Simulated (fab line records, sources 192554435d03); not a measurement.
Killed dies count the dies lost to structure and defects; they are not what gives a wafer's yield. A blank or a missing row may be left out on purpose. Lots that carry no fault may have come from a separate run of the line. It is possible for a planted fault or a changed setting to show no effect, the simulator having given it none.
Chamber matching | flow n5 finfet | ald metal-02 running N5_BEOL_M7_ALD_77: 4 sister chambers
The step deposits TaN, target thk 2 nm, pulse time 2 s, purge time 3 s. 30 wafers are shown with their chamber, then 12 later ones without.

## WAFERS PAIRED WITH THEIR CHAMBERS
wafer  | chamber | heater power w (W) | chamber pressure Torr (Torr)
L078.2 | 0       | 412                | 3.007
L078.4 | 1       | 459                | 3.000
L078.6 | 0       | 417                | 2.997
L083.1 | 3       | 321                | 3.009
L083.4 | 2       | 490                | 3.007
L083.5 | 0       | 420                | 2.973
L082.1 | 1       | 463                | 2.997
L082.2 | 0       | 405                | 2.993
L082.6 | 3       | 319                | 3.004
L085.2 | 0       | 399                | 2.998
L085.4 | 3       | 327                | 2.999
L085.5 | 2       | 501                | 3.006
L086.1 | 2       | 495                | 3.007
L086.3 | 3       | 321                | 3.003
L086.5 | 1       | 448                | 2.997
L084.3 | 3       | 316                | 3.004
L084.5 | 3       | 319                | 3.016
L084.6 | 2       | 485                | 3.003
L089.4 | 0       | 416                | 2.997
L089.5 | 1       | 452                | 3.005
L089.6 | 0       | 402                | 2.990
L088.2 | 3       | 321                | 3.010
L088.5 | 2       | 476                | 2.995
L088.6 | 3       | 321                | 3.003
L091.1 | 1       | 460                | 2.997
L091.2 | 0       | 417                | 3.000
L091.3 | 2       | 503                | 3.009
L090.1 | 1       | 470                | 3.013
L090.3 | 2       | 492                | 3.010
L090.5 | 0       | 415                | 3.005

SIGNATURES (averages over the wafers above)
reading               | chamber 0 | chamber 1 | chamber 2 | chamber 3 | scatter within a chamber
heater power w        | 411.44    | 458.67    | 491.71    | 320.62    | 7.2
chamber pressure Torr | 2.99556   | 3.00150   | 3.00529   | 3.00600   | 0.00722
Rule: a wafer lies at a distance from a chamber equal to the root of the sum of squares, over the readings, of (its reading less the chamber's mean, divided by the reading's scatter). The wafer belongs to the nearest chamber; if the next one is less than 2 further off, it can't be placed. The scatter: take each reading less its chamber's mean, square it, sum over the shown wafers, divide by the number of wafers less the number of chambers, and take the root.

## WAFERS MISSING THEIR CHAMBER
wafer  | heater power w (W) | chamber pressure Torr (Torr)
L096.2 | 319                | 2.999
L096.4 | 406                | 2.994
L096.6 | 498                | 3.001
L093.2 | 462                | 3.012
L093.5 | 468                | 3.001
L093.6 | 414                | 3.003
L092.3 | 492                | 3.007
L092.5 | 492                | 3.002
L092.6 | 324                | 3.007
L095.1 | 461                | 3.005
L095.3 | 314                | 2.998
L095.4 | 491                | 2.997

## THE CHAMBER EACH PASSED THROUGH
wafer  | from the rows above | in truth
L096.2 | 3                   | 3
L096.4 | 0                   | 0
L096.6 | 2                   | 2
L093.2 | 1                   | 1
L093.5 | 1                   | 1
L093.6 | 0                   | 0
L092.3 | 2                   | 2
L092.5 | 2                   | 2
L092.6 | 3                   | 3
L095.1 | 1                   | 1
L095.3 | 3                   | 3
L095.4 | 2                   | 2
12 of 12 placed correctly. Left unplaced by these rows: 0. Wrongly placed: 0.
